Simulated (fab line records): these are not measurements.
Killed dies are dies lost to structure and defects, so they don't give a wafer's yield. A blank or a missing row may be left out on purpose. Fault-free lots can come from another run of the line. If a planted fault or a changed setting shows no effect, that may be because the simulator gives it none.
Matching of chambers | flow nand harc | 4 sister chambers for NHARC_A_STAIRCASE_TRIM_12 on rie diel-13
The step chemistry O2, time 211.2 s. 16 wafers are shown with their chamber, then 8 later ones without.

## WAFERS WITH THEIR CHAMBER
wafer  | chamber | showerhead plenum p Torr (Torr) | drypump motor current A (A) | oes product au (a.u.)
L077.3 | 1       | 3.74                            | 5.9                         | 1.001
L077.4 | 2       | 3.56                            | 5.5                         | 1.004
L077.5 | 1       | 3.74                            | 5.9                         | 1.003
L081.3 | 3       | 3.56                            | 5.9                         | 1.014
L081.5 | 2       | 3.55                            | 5.6                         | 1.024
L081.6 | 1       | 3.73                            | 5.9                         | 1.005
L083.2 | 0       | 3.59                            | 5.3                         | 0.984
L083.3 | 1       | 3.73                            | 5.9                         | 1.009
L083.6 | 3       | 3.56                            | 6.0                         | 1.004
L085.3 | 2       | 3.54                            | 5.5                         | 1.018
L085.4 | 3       | 3.55                            | 5.9                         | 1.016
L085.5 | 0       | 3.59                            | 5.3                         | 0.995
L088.1 | 0       | 3.58                            | 5.3                         | 0.995
L088.3 | 1       | 3.72                            | 5.9                         | 0.999
L088.6 | 0       | 3.58                            | 5.3                         | 0.999
L093.1 | 0       | 3.58                            | 5.3                         | 0.989

SIGNATURES (averages over the wafers above)
reading                  | chamber 0 | chamber 1 | chamber 2 | chamber 3 | scatter within a chamber
showerhead plenum p Torr | 3.5840    | 3.7320    | 3.5500    | 3.5567    | 0.00745
drypump motor current A  | 5.300     | 5.900     | 5.533     | 5.933     | 0.0333
oes product au           | 0.99240   | 1.00340   | 1.01533   | 1.01133   | 0.0064
Rule: for a wafer and a chamber, the distance is found by dividing, reading by reading, the gap between the wafer's reading and the chamber's mean by the reading's scatter, squaring, summing and taking the root. The wafer belongs to the nearest chamber; if the next one is less than 2 further off, it can't be placed. The scatter is the square root of a quotient: the sum, over the shown wafers, of each reading's squared deviation from its chamber's mean, divided by wafers minus chambers.

## WAFERS WITHOUT THEIR CHAMBER
wafer  | showerhead plenum p Torr (Torr) | drypump motor current A (A) | oes product au (a.u.)
L093.5 | 3.72                            | 5.9                         | 0.998
L093.6 | 3.58                            | 5.3                         | 0.998
L091.3 | 3.54                            | 5.9                         | 1.020
L091.4 | 3.71                            | 5.9                         | 0.996
L091.5 | 3.53                            | 5.5                         | 1.014
L096.2 | 3.53                            | 5.6                         | 1.018
L096.3 | 3.54                            | 5.9                         | 1.022
L096.4 | 3.71                            | 5.9                         | 1.009

## THE CHAMBER EACH PASSED THROUGH
wafer  | from the rows above | in truth
L093.5 | 1                   | 1
L093.6 | 0                   | 0
L091.3 | 3                   | 3
L091.4 | 1                   | 1
L091.5 | 2                   | 2
L096.2 | 2                   | 2
L096.3 | 3                   | 3
L096.4 | 1                   | 1
Correctly placed: 8 of 8. Left unplaced by these rows: 0. 0 placed wrongly.
